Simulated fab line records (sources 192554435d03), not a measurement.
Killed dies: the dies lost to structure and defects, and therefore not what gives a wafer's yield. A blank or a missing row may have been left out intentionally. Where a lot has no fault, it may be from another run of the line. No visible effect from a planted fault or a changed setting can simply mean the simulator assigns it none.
fab line records | flow n5Finfet
[record] lots = 5 wafers = 15 lastDay = 17
route steps=1938 shown BEOL_M12@1603
lots that met no fault: from a run of the same line without faults
startH: start of the lot's first displayed wafer, in hours after the record's first day | waitH: hours since the lot's step before | " as in the row above | L1.1+2: one row covering several wafers at once | - no value present, or no start provided | * or withheld: withheld | < > ~ a bound
route shown NAME@n: NAME is a module with steps in the file, n the number in the route of the first one | usual: the fault-free wafers' mean and standard deviation | same: alike in all rows | chamber/n: place in a boat | sites: readings site by site | _std_site: the standard deviation of these | _edge_site: the outer-site mean with the inner-site mean subtracted | radiusMm: for every site, how far away it sits from the centre of the wafer | mask NAME#n: copy n | behind: the most recent tool/chamber to have shaped the wafer | hold: reason for holding the lot/hours on hold/outcome of the hold | device: names the non-switching transistor (n, p or np) | end of line: at the end of the route, the tests of the same wafers | where a step has no rows: the recipe by itself | killed: dies lost to structure and defects at the first sort, not the wafer's yield | map: dies across one wafer; x = killed, . = not, _ = none there
set.NAME: the setting that was run; set.NAME@STEP: the one run at that earlier step | model.NAME: the simulator's own value behind a step, which no gauge read
lots at selected steps of the route; one table per step, one row per wafer
services: a tool's chamber out of use, with start hour (startH, from the record's first day; less than 0 if before it), hours out, and reason
[[steps]]
[step N5_BEOL_M12_THK_MEAS_01]
[recipe] reads = SiOC_of_BEOL_M12_ILD_DEP_00
[usual] M12_ILD_THK = 660/8.1
// columns lot.wafer tool chamber startH waitH M12_ILD_THK[nm]
L074.2 filmMetro-02 - 226.99 0.1 655
L074.4 " - " " 661
L074.5 " - " " 659
L075.2 filmMetro-02 - 228.17 0.1 642
L075.3 " - " " 647
L075.6 " - " " 652
L082.1 filmMetro-01 - 285.25 0.1 658
L082.4 " - " " 667
L082.5 " - " " 667
L092.2 filmMetro-01 - 330.84 0.1 642
L092.3 " - " " 648
L092.5 " - " " 669
L097.3 filmMetro-01 - 361.48 0.1 666
L097.4 " - " " 680
L097.6 " - " " 676
[step N5_BEOL_M12_COAT_58]
[recipe] resist = BARC tempC = 205 timeS = 60 spinRpm = 1500 resistThkNm = 89
[usual] dispensePressureKPa = 52/7.4
// columns lot.wafer tool chamber startH waitH dispensePressureKPa
L074.2 lithoTrack-05 0 227.02 0.0 42
L074.4 " 0 " " 42
L074.5 " 0 " " 42
L075.2 lithoTrack-03 0 228.20 0.0 59
L075.3 " 0 " " 59
L075.6 " 0 " " 59
L082.1 lithoTrack-03 0 285.28 0.0 59
L082.4 " 0 " " 59
L082.5 " 0 " " 59
L092.2 lithoTrack-03 0 330.87 0.0 59
L092.3 " 0 " " 59
L092.5 " 0 " " 59
L097.3 lithoTrack-05 0 361.51 0.0 42
L097.4 " 0 " " 42
L097.6 " 0 " " 42
[step N5_BEOL_M12_COAT_04]
[recipe] spinRpm = 1625 resistThkNm = 400
[usual] dispensePressureKPa = 52/7.4
// columns lot.wafer tool chamber startH waitH dispensePressureKPa
L074.2 lithoTrack-05 0 - - 42
L074.4 " 0 " " 42
L074.5 " 0 " " 42
L075.2 lithoTrack-03 0 - - 59
L075.3 " 0 " " 59
L075.6 " 0 " " 59
L082.1 lithoTrack-03 0 - - 59
L082.4 " 0 " " 59
L082.5 " 0 " " 59
L092.2 lithoTrack-03 0 - - 59
L092.3 " 0 " " 59
L092.5 " 0 " " 59
L097.3 lithoTrack-05 0 - - 42
L097.4 " 0 " " 42
L097.6 " 0 " " 42
[step N5_BEOL_M12_EBR_06]
[recipe] solvent = PGMEA ebrWidthMm = 1.5
// columns lot.wafer tool chamber startH waitH
L074.2+4+5 lithoTrack-05 0 - -
L075.2+3+6 lithoTrack-03 0 - -
L082.1+4+5 lithoTrack-03 0 - -
L092.2+3+5 lithoTrack-03 0 - -
L097.3+4+6 lithoTrack-05 0 - -
[step N5_BEOL_M12_SOFTBAKE_05]
[recipe] tempC = 130 timeS = 60
// columns lot.wafer tool chamber startH waitH
L074.2+4+5 lithoTrack-05 0 - -
L075.2+3+6 lithoTrack-03 0 - -
L082.1+4+5 lithoTrack-03 0 - -
L092.2+3+5 lithoTrack-03 0 - -
L097.3+4+6 lithoTrack-05 0 - -
[step N5_BEOL_M12_EXPOSE_07]
[recipe] maskId = V11 na = 0.93 sourceShape = conventional sigmaOuter = 0.6 polarization = unpolarized attpsmPhaseDeg = 180 doseMj = 32.5
[usual] stageVelMmS = 499.96/0.23
// columns lot.wafer tool chamber startH waitH mask stageVelMmS
L074.2 krfScanner-02 0 227.25 - V11#0 499.93
L074.4 " 0 " " V11#0 499.71
L074.5 " 0 " " V11#0 499.92
L075.2 krfScanner-02 0 228.31 - V11#0 500.03
L075.3 " 0 " " V11#0 499.91
L075.6 " 0 " " V11#0 499.89
L082.1 krfScanner-01 0 285.51 - V11#0 500.12
L082.4 " 0 " " V11#0 499.65
L082.5 " 0 " " V11#0 500.25
L092.2 krfScanner-02 0 331.10 - V11#0 499.65
L092.3 " 0 " " V11#0 499.61
L092.5 " 0 " " V11#0 499.51
L097.3 krfScanner-01 0 361.62 - V11#0 499.59
L097.4 " 0 " " V11#0 500.19
L097.6 " 0 " " V11#0 499.70
[step N5_BEOL_M12_PEB_08]
[recipe] pebTempC = 130 pebTimeS = 90
// columns lot.wafer tool chamber startH waitH
L074.2+4+5 lithoTrack-03 0 227.30 0.0
L075.2+3+6 lithoTrack-05 0 228.36 0.0
L082.1+4+5 lithoTrack-02 0 285.57 0.1
L092.2+3+5 lithoTrack-05 0 331.16 0.0
L097.3+4+6 lithoTrack-02 0 361.67 0.0
[step N5_BEOL_M12_DEVELOP_09]
[recipe] developTimeS = 45 rinseLiquid = diw dry = airSpin devTempC = 21
[usual] developerTempC = 21.00/0.1
// columns lot.wafer tool chamber startH waitH developerTempC
L074.2 lithoTrack-03 0 - - 20.87
L074.4 " 0 " " 20.87
L074.5 " 0 " " 20.88
L075.2 lithoTrack-05 0 - - 21.17
L075.3 " 0 " " 21.20
L075.6 " 0 " " 21.07
L082.1 lithoTrack-02 0 - - 20.87
L082.4 " 0 " " 20.91
L082.5 " 0 " " 20.94
L092.2 lithoTrack-05 0 - - 20.95
L092.3 " 0 " " 21.05
L092.5 " 0 " " 20.96
L097.3 lithoTrack-02 0 - - 20.95
L097.4 " 0 " " 21.07
L097.6 " 0 " " 21.13
[step N5_BEOL_M12_HARDBAKE_14]
[recipe] tempC = 130 timeS = 120
// columns lot.wafer tool chamber startH waitH
L074.2+4+5 lithoTrack-03 0 - -
L075.2+3+6 lithoTrack-05 0 - -
L082.1+4+5 lithoTrack-02 0 - -
L092.2+3+5 lithoTrack-05 0 - -
L097.3+4+6 lithoTrack-02 0 - -
[step N5_BEOL_M12_CD_MEAS_10]
[recipe] targetCdNm = 140 landingEnergyEv = 500 detector = seInlens polarity = opening
[usual] cdNm = 140.6/1.3
// columns lot.wafer tool chamber startH waitH cdNm
L074.2 cdSem-01 0 227.42 - 139.6
L074.4 " 0 " " 140.9
L074.5 " 0 " " 141.6
L075.2 cdSem-03 0 228.48 - 140.3
L075.3 " 0 " " 141.1
L075.6 " 0 " " 142.5
L082.1 cdSem-03 0 285.69 - 139.9
L082.4 " 0 " " 141.4
L082.5 " 0 " " 139.7
L092.2 cdSem-03 0 331.27 - 139.8
L092.3 " 0 " " 139.4
L092.5 " 0 " " 141.3
L097.3 cdSem-01 0 361.79 - 140.3
L097.4 " 0 " " 141.3
L097.6 " 0 " " 142.9
[step N5_BEOL_M12_OVL_MEAS_11]
[recipe] pointsPerWafer = 44
[usual] V11_OVL = 4/5.6
// columns lot.wafer tool chamber startH waitH V11_OVL[nm]
L074.2 overlay-02 0 227.45 0.0 9
L074.4 " 0 " " 8
L074.5 " 0 " " 8
L075.2 overlay-01 0 228.51 0.0 1
L075.3 " 0 " " 1
L075.6 " 0 " " 5
L082.1 overlay-01 0 285.72 0.0 10
L082.4 " 0 " " -1
L082.5 " 0 " " 10
L092.2 overlay-01 0 331.30 0.0 5
L092.3 " 0 " " 7
L092.5 " 0 " " 6
L097.3 overlay-01 0 361.81 0.0 8
L097.4 " 0 " " -3
L097.6 " 0 " " 1
[step N5_BEOL_M12_INSPECT_12]
[recipe] mode = adi inspectInstrument = macro
[usual] rawDefectCount = 1.9/1.2
// columns lot.wafer tool chamber startH waitH rawDefectCount
L074.2 defectInspect-02 - 227.47 0.0 1
L074.4 " - " " 2
L074.5 " - " " 2
L075.2 defectInspect-01 - 228.53 0.0 0
L075.3 " - " " 3
L075.6 " - " " 2
L082.1 defectInspect-02 - 285.74 0.0 0
L082.4 " - " " 2
L082.5 " - " " 0
L092.2 defectInspect-01 - 331.32 0.0 2
L092.3 " - " " 1
L092.5 " - " " 2
L097.3 defectInspect-02 - 361.84 0.0 1
L097.4 " - " " 3
L097.6 " - " " 2
[step N5_BEOL_M12_DESCUM_15]
[recipe] chemistry = O2 timeS = 7.9 sourcePowerW = 50 biasPowerW = 20 pressureMtorr = 20 rfFrequencyHz = 2.712e+07 tempC = 40 o2FlowSccm = 225
[usual] drypumpMotorCurrentA = 5.6/0.57 oesProductAu = 0.82/0.068 rfVppV = 243.4/1.3 showerheadPlenumPTorr = 2.11/0.065 tempC = 40.01/0.11 throttleValvePct = 20.35/0.18
// columns lot.wafer tool chamber startH waitH drypumpMotorCurrentA oesProductAu rfHoursCounterH rfVppV showerheadPlenumPTorr tempC throttleValvePct
L074.2 rieDiel-04 2 227.94 0.5 5.1 0.87 59 242.3 2.11 40.16 20.11
L074.4 " 0 " " 6.2 0.82 73 243.8 2.12 39.91 19.96
L074.5 " 1 " " 5.5 0.69 - 241.5 2.07 39.99 20.62
L075.2 rieDiel-06 0 228.56 0.0 5.8 0.70 224 242.8 2.06 40.21 20.34
L075.3 " 2 " " 6.1 0.83 62 243.4 2.04 40.18 20.40
L075.6 " 2 " " 6.1 0.82 - 242.5 2.04 40.05 20.38
L082.1 rieDiel-02 0 285.77 0.0 5.0 0.89 28 245.9 2.22 40.01 20.31
L082.4 " 3 " " 5.9 0.85 71 244.4 2.21 40.14 20.19
L082.5 " 3 " " 5.9 0.84 - 245.0 2.21 40.04 20.21
L092.2 rieDiel-06 2 331.36 0.0 6.1 0.78 104 243.2 2.02 39.90 20.45
L092.3 " 0 " " 5.8 0.96 9 241.6 2.04 39.89 20.09
L092.5 " 1 " " 5.3 0.82 - 243.6 2.12 40.08 20.50
L097.3 rieDiel-02 2 361.87 0.0 4.9 0.74 158 241.4 2.08 39.97 20.67
L097.4 " 3 " " 5.9 0.82 - 244.0 2.20 40.13 20.23
L097.6 " 2 " " 4.9 0.74 - 243.1 2.08 39.97 20.66
[step N5_BEOL_M12_ETCH_59]
[recipe] chemistry = N2/H2 target = BARC targetDepthA = 890 overetchA = 267 timeS = 67.9 ionEnergyEv = 200 pressureMtorr = 30 sourceW = 840 biasW = 150 n2FlowSccm = 200 h2FlowSccm = 200
[usual] drypumpMotorCurrentA = 5.6/0.57 oesProductAu = 0.69/0.055 rfVppV = 524.4/2.3 showerheadPlenumPTorr = 2.56/0.08 throttleValvePct = 17.83/0.2
// columns lot.wafer tool chamber startH waitH drypumpMotorCurrentA oesProductAu rfHoursCounterH rfVppV showerheadPlenumPTorr throttleValvePct
L074.2 rieDiel-04 2 227.98 0.0 5.1 0.74 59 524.3 2.57 17.60
L074.4 " 0 " " 6.3 0.69 73 526.3 2.57 17.35
L074.5 " 1 " " 5.5 0.60 - 522.3 2.52 18.11
L075.2 rieDiel-06 0 228.60 0.0 5.8 0.60 224 522.9 2.51 17.93
L075.3 " 2 " " 6.1 0.70 62 521.3 2.47 17.83
L075.6 " 2 " " 6.1 0.70 - 524.0 2.47 17.84
L082.1 rieDiel-02 0 285.81 0.0 5.0 0.76 28 527.7 2.70 17.77
L082.4 " 3 " " 5.9 0.71 71 527.3 2.69 17.71
L082.5 " 3 " " 5.9 0.72 - 528.0 2.69 17.70
L092.2 rieDiel-06 2 331.39 0.0 6.1 0.67 104 521.5 2.46 17.93
L092.3 " 0 " " 5.8 0.83 9 522.4 2.50 17.60
L092.5 " 1 " " 5.3 0.70 - 524.3 2.58 17.89
L097.3 rieDiel-02 2 361.91 0.0 5.0 0.64 158 522.9 2.54 18.20
L097.4 " 3 " " 5.9 0.70 - 527.0 2.68 17.75
L097.6 " 2 " " 5.0 0.64 - 523.4 2.54 18.19
[step N5_BEOL_M12_VIA_ETCH_16]
[recipe] chemistry = C4F8/O2/Ar target = SiOC pressureMtorr = 30 sourceW = 3000 biasW = 700 Ar_flow_sccm = 400 C4F8_flow_sccm = 15 O2_flow_sccm = 8 heInnerTorr = 15 heOuterTorr = 30 targetDepthA = 7248 timeS = withheld ionEnergyEv = 250 ends = cleared
[usual] drypumpMotorCurrentA = 5.6/0.57 oesProductAu = 0.74/0.062 rfVppV = 666.4/2.9 showerheadPlenumPTorr = 3.44/0.1 throttleValvePct = 24.13/0.17
// columns lot.wafer tool chamber startH waitH drypumpMotorCurrentA oesProductAu rfVppV showerheadPlenumPTorr throttleValvePct
L074.2 rieDiel-04 2 228.03 0.0 5.2 0.79 666.9 3.47 24.00
L074.4 " 0 " " 6.3 0.73 666.1 3.47 23.77
L074.5 " 1 " " 5.5 0.63 664.3 3.37 24.29
L075.2 rieDiel-06 0 228.65 0.0 5.8 0.63 665.0 3.38 24.16
L075.3 " 2 " " 6.1 0.75 663.5 3.34 24.18
L075.6 " 2 " " 6.1 0.75 662.5 3.34 24.19
L082.1 rieDiel-02 0 285.86 0.0 5.0 0.79 671.7 3.63 24.18
L082.4 " 3 " " 5.9 0.76 670.1 3.58 23.94
L082.5 " 3 " " 5.9 0.77 671.6 3.58 23.95
L092.2 rieDiel-06 2 331.44 0.0 6.0 0.71 663.4 3.32 24.24
L092.3 " 0 " " 5.9 0.86 664.5 3.36 23.97
L092.5 " 1 " " 5.3 0.74 667.1 3.46 24.26
L097.3 rieDiel-02 2 361.96 0.0 4.9 0.68 666.1 3.40 24.40
L097.4 " 3 " " 5.9 0.75 670.3 3.57 23.99
L097.6 " 2 " " 4.9 0.68 666.2 3.40 24.39
[step N5_BEOL_M12_STRIP_63]
[recipe] chemistry = N2/H2 powerW = 1000 tempC = 250 h2Frac = 0.65 overashFraction = 0.3 pressureMtorr = 1000 n2FlowSccm = 1750 h2FlowSccm = 3250
[usual] drypumpMotorCurrentA = 6.2/0.42 heaterPowerW = 340/21 oesProductAu = 0.692/0.0043 stripTimeToEndpointS = 42.4/0.82 tempC = 249.99/0.17
// columns lot.wafer tool chamber startH waitH drypumpMotorCurrentA heaterPowerW oesProductAu rfHoursCounterH stripTimeToEndpointS tempC
L074.2 plasmaAsher-01 1 228.23 - 6.5 334 0.693 61 42.6 250.17
L074.4 " 0 " " 5.5 376 0.694 - 42.6 249.72
L074.5 " 0 " " 5.6 364 0.684 - 42.8 249.91
L075.2 plasmaAsher-02 1 228.85 - 6.5 310 0.692 127 43.6 250.13
L075.3 " 0 " " 6.4 330 0.689 - 43.2 250.04
L075.6 " 1 " " 6.5 310 0.694 - 43.2 250.15
L082.1 plasmaAsher-01 0 286.06 - 5.6 368 0.691 75 42.3 250.02
L082.4 " 0 " " 5.6 358 0.696 - 41.0 249.79
L082.5 " 0 " " 5.6 366 0.685 - 41.1 249.87
L092.2 plasmaAsher-01 0 331.64 - 5.5 378 0.695 84 44.8 249.96
L092.3 " 0 " " 5.6 355 0.692 - 43.7 250.02
L092.5 " 1 " " 6.5 338 0.693 - 43.0 250.22
L097.3 plasmaAsher-02 0 362.18 - 6.4 332 0.688 - 41.9 250.24
L097.4 " 1 " " 6.5 312 0.694 - 41.0 249.86
L097.6 " 0 " " 6.4 327 0.694 - 41.5 250.12
[step N5_BEOL_M12_STRIP_64]
[recipe] chemistry = N2/H2 powerW = 1000 tempC = 250 h2Frac = 0.65 overashFraction = 0.3 pressureMtorr = withheld n2FlowSccm = 1750 h2FlowSccm = 3250
[usual] drypumpMotorCurrentA = 6.2/0.41 heaterPowerW = 340/21 oesProductAu = 0.715/0.0042 stripTimeToEndpointS = 31.29/0.075 tempC = 249.98/0.17
// columns lot.wafer tool chamber startH waitH drypumpMotorCurrentA heaterPowerW oesProductAu rfHoursCounterH stripTimeToEndpointS tempC
L074.2 plasmaAsher-01 1 228.29 0.0 6.5 334 0.715 61 31.28 250.16
L074.4 " 0 " " 5.6 372 0.720 - 31.24 249.93
L074.5 " 0 " " 5.6 360 0.719 - 31.23 249.86
L075.2 plasmaAsher-02 1 228.91 0.0 6.5 313 0.712 127 31.29 249.87
L075.3 " 0 " " 6.4 324 0.717 - 31.34 249.87
L075.6 " 1 " " 6.5 309 0.722 - 31.20 249.79
L082.1 plasmaAsher-01 0 286.12 0.0 5.6 363 0.715 75 31.35 249.81
L082.4 " 0 " " 5.6 370 0.709 - 31.28 249.78
L082.5 " 0 " " 5.6 372 0.716 - 31.26 249.91
L092.2 plasmaAsher-01 0 331.70 0.0 5.6 367 0.719 84 31.33 250.05
L092.3 " 0 " " 5.6 366 0.710 - 31.33 249.84
L092.5 " 1 " " 6.5 336 0.724 - 31.27 250.12
L097.3 plasmaAsher-02 0 362.24 0.0 6.4 330 0.722 - 31.37 249.86
L097.4 " 1 " " 6.5 311 0.719 - 31.29 250.03
L097.6 " 0 " " 6.3 334 0.712 - 31.45 249.87
[step N5_BEOL_M12_STRIP_71]
[recipe] chemistry = postEtchResidueRemover timeS = 60 tempC = 25 removerPh = withheld removerWaterWtPct = withheld removerFluorideWtPct = withheld
[usual] tempC = 25.00/0.11
// columns lot.wafer tool chamber startH waitH tempC
L074.2 wetBench-06 4 228.38 0.1 24.98
L074.4 " 2 " " 25.10
L074.5 " 7 " " 24.99
L075.2 wetBench-01 3 229.00 0.1 24.96
L075.3 " 1 " " 24.74
L075.6 " 0 " " 24.89
L082.1 wetBench-05 2 286.21 0.1 24.99
L082.4 " 6 " " 24.89
L082.5 " 7 " " 24.95
L092.2 wetBench-05 5 331.79 0.1 24.74
L092.3 " 3 " " 25.10
L092.5 " 0 " " 24.94
L097.3 wetBench-05 6 362.31 0.0 24.98
L097.4 " 2 " " 25.03
L097.6 " 5 " " 24.99
[step N5_BEOL_M12_SRD_72]
[recipe] timeS = 30 tempC = 23 rinseLiquid = diw dry = n2Spin spinRpm = 1500 dryTimeS = 30
[usual] doSupplyPpb = 9.99/0.1 tempC = 23.00/0.093
// columns lot.wafer tool chamber startH waitH doSupplyPpb tempC
L074.2 wetBench-06 4 228.40 0.0 9.83 22.94
L074.4 " 2 " " 9.98 22.89
L074.5 " 7 " " 10.14 22.90
L075.2 wetBench-01 3 229.02 0.0 9.93 22.95
L075.3 " 1 " " 9.97 22.91
L075.6 " 0 " " 9.88 22.91
L082.1 wetBench-05 2 286.23 0.0 10.06 22.99
L082.4 " 6 " " 9.96 22.84
L082.5 " 7 " " 9.99 23.11
L092.2 wetBench-05 5 331.81 0.0 9.90 23.12
L092.3 " 3 " " 9.97 22.93
L092.5 " 0 " " 9.97 22.98
L097.3 wetBench-05 6 362.33 0.0 9.88 23.02
L097.4 " 2 " " 10.02 23.07
L097.6 " 5 " " 9.96 23.00
[step N5_BEOL_M12_CD_MEAS_17]
[recipe] targetCdNm = 140 polarity = opening
[usual] cdNm = 141.0/1.4
// columns lot.wafer tool chamber startH waitH cdNm
L074.2 cdSem-02 - 228.44 0.0 140.4
L074.4 " - " " 141.3
L074.5 " - " " 142.2
L075.2 cdSem-03 - 229.06 0.0 140.9
L075.3 " - " " 141.3
L075.6 " - " " 142.6
L082.1 cdSem-03 - 286.27 0.0 140.5
L082.4 " - " " 142.4
L082.5 " - " " 140.2
L092.2 cdSem-02 - 331.86 0.0 139.9
L092.3 " - " " 138.8
L092.5 " - " " 140.8
L097.3 cdSem-03 - 362.37 0.0 140.1
L097.4 " - " " 141.5
L097.6 " - " " 143.9
[step N5_BEOL_M12_COAT_65]
[recipe] resist = SOC tempC = 250 timeS = 60 spinRpm = 1500 resistThkNm = 300
[usual] dispensePressureKPa = 51/7.1
// columns lot.wafer tool chamber startH waitH dispensePressureKPa
L074.2 lithoTrack-03 0 228.48 0.0 59
L074.4 " 0 " " 59
L074.5 " 0 " " 59
L075.2 lithoTrack-05 0 229.09 0.0 42
L075.3 " 0 " " 42
L075.6 " 0 " " 42
L082.1 lithoTrack-03 0 286.30 0.0 59
L082.4 " 0 " " 59
L082.5 " 0 " " 59
L092.2 lithoTrack-03 0 331.89 0.0 59
L092.3 " 0 " " 59
L092.5 " 0 " " 59
L097.3 lithoTrack-05 0 362.40 0.0 42
L097.4 " 0 " " 42
L097.6 " 0 " " 42
[step N5_BEOL_M12_COAT_66]
[recipe] resist = SiARC tempC = 220 timeS = 60 spinRpm = 1500 resistThkNm = 110
[usual] dispensePressureKPa = 51/7.1
// columns lot.wafer tool chamber startH waitH dispensePressureKPa
L074.2 lithoTrack-03 0 - - 59
L074.4 " 0 " " 59
L074.5 " 0 " " 59
L075.2 lithoTrack-05 0 - - 42
L075.3 " 0 " " 42
L075.6 " 0 " " 42
L082.1 lithoTrack-03 0 - - 59
L082.4 " 0 " " 59
L082.5 " 0 " " 59
L092.2 lithoTrack-03 0 - - 59
L092.3 " 0 " " 59
L092.5 " 0 " " 59
L097.3 lithoTrack-05 0 - - 42
L097.4 " 0 " " 42
L097.6 " 0 " " 42
[step N5_BEOL_M12_COAT_22]
[recipe] spinRpm = 2888 resistThkNm = 300
[usual] dispensePressureKPa = 51/7.1
// columns lot.wafer tool chamber startH waitH dispensePressureKPa
L074.2 lithoTrack-03 0 - - 59
L074.4 " 0 " " 59
L074.5 " 0 " " 59
L075.2 lithoTrack-05 0 - - 42
L075.3 " 0 " " 42
L075.6 " 0 " " 42
L082.1 lithoTrack-03 0 - - 59
L082.4 " 0 " " 59
L082.5 " 0 " " 59
L092.2 lithoTrack-03 0 - - 59
L092.3 " 0 " " 59
L092.5 " 0 " " 59
L097.3 lithoTrack-05 0 - - 42
L097.4 " 0 " " 42
L097.6 " 0 " " 42
[step N5_BEOL_M12_EBR_24]
[recipe] solvent = PGMEA ebrWidthMm = 1.5
// columns lot.wafer tool chamber startH waitH
L074.2+4+5 lithoTrack-03 0 - -
L075.2+3+6 lithoTrack-05 0 - -
L082.1+4+5 lithoTrack-03 0 - -
L092.2+3+5 lithoTrack-03 0 - -
L097.3+4+6 lithoTrack-05 0 - -
[step N5_BEOL_M12_SOFTBAKE_23]
[recipe] tempC = 130 timeS = 60
// columns lot.wafer tool chamber startH waitH
L074.2+4+5 lithoTrack-03 0 - -
L075.2+3+6 lithoTrack-05 0 - -
L082.1+4+5 lithoTrack-03 0 - -
L092.2+3+5 lithoTrack-03 0 - -
L097.3+4+6 lithoTrack-05 0 - -
[step N5_BEOL_M12_EXPOSE_25]
[recipe] maskId = M12 na = 0.93 sourceShape = conventional sigmaOuter = 0.4 polarization = unpolarized doseMj = 21.8
[usual] stageVelMmS = 499.98/0.23
// columns lot.wafer tool chamber startH waitH mask stageVelMmS
L074.2 krfScanner-02 0 228.76 - M12#0 500.01
L074.4 " 0 " " M12#0 499.81
L074.5 " 0 " " M12#0 499.92
L075.2 krfScanner-02 0 229.22 - M12#0 500.26
L075.3 " 0 " " M12#0 500.12
L075.6 " 0 " " M12#0 500.07
L082.1 krfScanner-01 0 286.42 - M12#0 500.24
L082.4 " 0 " " M12#0 500.12
L082.5 " 0 " " M12#0 500.06
L092.2 krfScanner-02 0 332.14 - M12#0 500.11
L092.3 " 0 " " M12#0 500.11
L092.5 " 0 " " M12#0 499.83
L097.3 krfScanner-01 0 362.66 - M12#0 499.95
L097.4 " 0 " " M12#0 499.79
L097.6 " 0 " " M12#0 500.19
[step N5_BEOL_M12_PEB_26]
[recipe] pebTempC = 130 pebTimeS = 90
// columns lot.wafer tool chamber startH waitH
L074.2+4+5 lithoTrack-03 0 228.81 0.0
L075.2+3+6 lithoTrack-03 0 229.27 0.0
L082.1+4+5 lithoTrack-05 0 286.48 0.1
L092.2+3+5 lithoTrack-02 0 332.19 0.0
L097.3+4+6 lithoTrack-05 0 362.70 0.0
[step N5_BEOL_M12_DEVELOP_27]
[recipe] developTimeS = 45 rinseLiquid = diw dry = airSpin devTempC = 21
[usual] developerTempC = 21.00/0.12
// columns lot.wafer tool chamber startH waitH developerTempC
L074.2 lithoTrack-03 0 - - 21.17
L074.4 " 0 " " 21.01
L074.5 " 0 " " 20.98
L075.2 lithoTrack-03 0 - - 20.91
L075.3 " 0 " " 20.93
L075.6 " 0 " " 20.91
L082.1 lithoTrack-05 0 - - 20.99
L082.4 " 0 " " 21.00
L082.5 " 0 " " 20.94
L092.2 lithoTrack-02 0 - - 21.04
L092.3 " 0 " " 20.85
L092.5 " 0 " " 20.98
L097.3 lithoTrack-05 0 - - 21.07
L097.4 " 0 " " 20.84
L097.6 " 0 " " 20.83
[step N5_BEOL_M12_HARDBAKE_32]
[recipe] tempC = 130 timeS = 120
// columns lot.wafer tool chamber startH waitH
L074.2+4+5 lithoTrack-03 0 - -
L075.2+3+6 lithoTrack-03 0 - -
L082.1+4+5 lithoTrack-05 0 - -
L092.2+3+5 lithoTrack-02 0 - -
L097.3+4+6 lithoTrack-05 0 - -
[step N5_BEOL_M12_CD_MEAS_28]
[recipe] targetCdNm = 160.2 landingEnergyEv = 500 detector = seInlens polarity = opening
[usual] cdNm = 160.6/1.1
// columns lot.wafer tool chamber startH waitH cdNm
L074.2 cdSem-01 0 228.92 - 159.3
L074.4 " 0 " " 158.8
L074.5 " 0 " " 160.2
L075.2 cdSem-02 0 229.39 - 162.1
L075.3 " 0 " " 162.2
L075.6 " 0 " " 161.6
L082.1 cdSem-02 0 286.59 - 159.2
L082.4 " 0 " " 159.0
L082.5 " 0 " " 160.8
L092.2 cdSem-02 0 332.31 - 159.7
L092.3 " 0 " " 160.5
L092.5 " 0 " " 159.4
L097.3 cdSem-02 0 362.82 - 161.2
L097.4 " 0 " " 161.7
L097.6 " 0 " " 161.5
[step N5_BEOL_M12_OVL_MEAS_29]
[recipe] pointsPerWafer = 44
[usual] M12_OVL = 2/5.1
// columns lot.wafer tool chamber startH waitH M12_OVL[nm]
L074.2 overlay-01 0 228.95 0.0 3
L074.4 " 0 " " 0
L074.5 " 0 " " -5
L075.2 overlay-02 0 229.41 0.0 2
L075.3 " 0 " " 1
L075.6 " 0 " " -3
L082.1 overlay-02 0 286.62 0.0 0
L082.4 " 0 " " 5
L082.5 " 0 " " 2
L092.2 overlay-02 0 332.34 0.0 4
L092.3 " 0 " " 6
L092.5 " 0 " " -6
L097.3 overlay-02 0 362.85 0.0 -3
L097.4 " 0 " " -4
L097.6 " 0 " " -2
[step N5_BEOL_M12_INSPECT_30]
[recipe] mode = adi inspectInstrument = macro
[usual] rawDefectCount = 2.0/1.3
// columns lot.wafer tool chamber startH waitH rawDefectCount
L074.2 defectInspect-02 - 228.98 0.0 0
L074.4 " - " " 1
L074.5 " - " " 0
L075.2 defectInspect-01 - 229.44 0.0 3
L075.3 " - " " 0
L075.6 " - " " 5
L082.1 defectInspect-02 - 286.65 0.0 4
L082.4 " - " " 1
L082.5 " - " " 2
L092.2 defectInspect-01 - 332.36 0.0 2
L092.3 " - " " 3
L092.5 " - " " 2
L097.3 defectInspect-02 - 362.88 0.0 2
L097.4 " - " " 2
L097.6 " - " " 2
[step N5_BEOL_M12_DESCUM_33]
[recipe] chemistry = O2 timeS = 7.9 sourcePowerW = 50 biasPowerW = 20 pressureMtorr = 20 rfFrequencyHz = 2.712e+07 tempC = 40 o2FlowSccm = 225
[usual] drypumpMotorCurrentA = 5.6/0.55 oesProductAu = 0.83/0.077 rfVppV = 243.2/1.2 showerheadPlenumPTorr = 2.10/0.058 tempC = 40.01/0.11 throttleValvePct = 20.32/0.2
// columns lot.wafer tool chamber startH waitH drypumpMotorCurrentA oesProductAu rfHoursCounterH rfVppV showerheadPlenumPTorr tempC throttleValvePct
L074.2 rieDiel-04 0 229.56 0.6 6.2 0.82 73 242.9 2.12 39.88 19.95
L074.4 " 1 " " 5.5 0.70 217 241.5 2.07 40.01 20.62
L074.5 " 0 " " 6.3 0.81 - 243.8 2.12 40.07 19.96
L075.2 rieDiel-06 2 229.70 0.3 6.1 0.82 63 242.8 2.04 40.18 20.40
L075.3 " 0 " " 5.8 0.70 224 242.2 2.06 40.10 20.33
L075.6 " 0 " " 5.8 0.70 - 244.1 2.06 39.87 20.34
L082.1 rieDiel-02 0 286.84 0.2 5.0 0.90 29 244.9 2.22 40.05 20.31
L082.4 " 3 " " 5.9 0.86 72 245.2 2.21 40.05 20.20
L082.5 " 0 " " 5.0 0.90 - 244.9 2.22 40.13 20.29
L092.2 rieDiel-06 1 333.06 0.7 5.3 0.82 69 244.9 2.12 39.98 20.53
L092.3 " 0 " " 5.8 0.96 9 242.9 2.04 40.09 20.08
L092.5 " 2 " " 6.1 0.78 - 241.0 2.02 40.13 20.46
L097.3 rieDiel-06 2 363.12 0.2 6.1 0.77 118 241.7 2.02 40.12 20.47
L097.4 " 3 " " 5.0 0.91 40 243.2 2.04 39.96 20.27
L097.6 " 0 " " 5.8 0.93 - 243.2 2.04 39.94 20.10
[[services]]
// columns tool chamber startH hours kind
rieDiel-02 - 217.41 0.9 repair
rieDiel-02 - 221.67 28.1 pm
plasmaAsher-01 - 223.51 2.8 pm
krfScanner-01 - 225.56 3.6 pm
krfScanner-01 - 230.41 4.0 pm
rieDiel-06 3 240.20 - clean
rieDiel-06 3 240.20 - consumableReplace:focusRing
krfScanner-01 - 245.97 1.0 pm
krfScanner-01 - 249.31 7.3 repair
krfScanner-02 - 251.98 1.6 repair
plasmaAsher-02 - 264.38 15.6 pm
krfScanner-02 - 265.09 0.8 pm
krfScanner-02 - 282.30 1.0 pm
rieDiel-04 1 283.96 9.8 repair
krfScanner-02 - 284.87 1.6 repair
rieDiel-04 2 306.92 9.3 repair
krfScanner-02 - 307.12 1.3 pm
wetBench-06 - 312.27 1.6 repair
krfScanner-02 - 312.47 4.4 pm
wetBench-01 - 319.04 0.6 repair
wetBench-06 - 321.55 1.7 repair
krfScanner-02 - 342.93 0.8 pm
wetBench-05 - 346.07 2.1 repair
rieDiel-02 0 360.62 1.7 repair
[[key]]
fault none
